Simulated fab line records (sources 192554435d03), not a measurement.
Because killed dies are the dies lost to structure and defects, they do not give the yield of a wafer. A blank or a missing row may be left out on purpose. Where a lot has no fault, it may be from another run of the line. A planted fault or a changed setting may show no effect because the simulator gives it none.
Matching of chambers | flow n5Finfet | N5_BEOL_M10_DEP_56 on pecvd-03 has 3 sister chambers
The step deposits SiCN from 3MS/NH3, target thk 15 nm, time 26.5 s. 14 wafers are shown with their chamber, then 6 later ones without.

WAFERS PAIRED WITH THEIR CHAMBERS
wafer  | chamber | throttleValvePct (%) | showerheadPlenumPTorr (Torr)
L714.2 | 1       | 9.4                  | 3.687
L714.3 | 0       | 9.5                  | 3.687
L714.4 | 1       | 9.2                  | 3.675
L713.2 | 1       | 9.4                  | 3.671
L713.3 | 0       | 9.3                  | 3.680
L713.6 | 1       | 9.2                  | 3.683
L717.1 | 2       | 8.5                  | 3.671
L717.6 | 0       | 9.2                  | 3.676
L718.4 | 1       | 9.2                  | 3.688
L718.5 | 0       | 9.2                  | 3.685
L718.6 | 2       | 8.6                  | 3.660
L721.1 | 2       | 8.6                  | 3.672
L721.4 | 1       | 9.1                  | 3.688
L721.6 | 2       | 8.9                  | 3.654

SIGNATURES, as means of the wafers listed above
reading               | chamber 0 | chamber 1 | chamber 2 | scatter within a chamber
throttleValvePct      | 9.300     | 9.250     | 8.650     | 0.143
showerheadPlenumPTorr | 3.68200   | 3.68200   | 3.66425   | 0.0072
Rule: a wafer's distance from a chamber is the root of the sum, over the readings, of the square of ((its reading less the chamber's mean) divided by the reading's scatter). If the next closest chamber is less than 2 further off than the closest, the wafer can't be placed; otherwise it belongs to the closest. How the scatter is found: for the shown wafers, subtract from each reading the mean of its chamber, square and add these, divide the total by (wafers less chambers), then take the root.

WAFERS WITHOUT THEIR CHAMBER
wafer  | throttleValvePct (%) | showerheadPlenumPTorr (Torr)
L726.1 | 8.7                  | 3.657
L726.3 | 9.3                  | 3.673
L726.6 | 9.2                  | 3.692
L729.2 | 8.3                  | 3.661
L729.3 | 9.1                  | 3.688
L729.6 | 9.2                  | 3.695

CHAMBER TAKEN BY EACH
wafer  | from the rows above     | in truth
L726.1 | 2                       | 2
L726.3 | can't be placed: 0 or 1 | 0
L726.6 | can't be placed: 1 or 0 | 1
L729.2 | 2                       | 2
L729.3 | can't be placed: 1 or 0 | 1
L729.6 | can't be placed: 1 or 0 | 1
Placed correctly: 2 of 6. Unplaceable from these rows: 4, with the true chamber sitting among the candidates in 4. Number placed wrongly: 0.
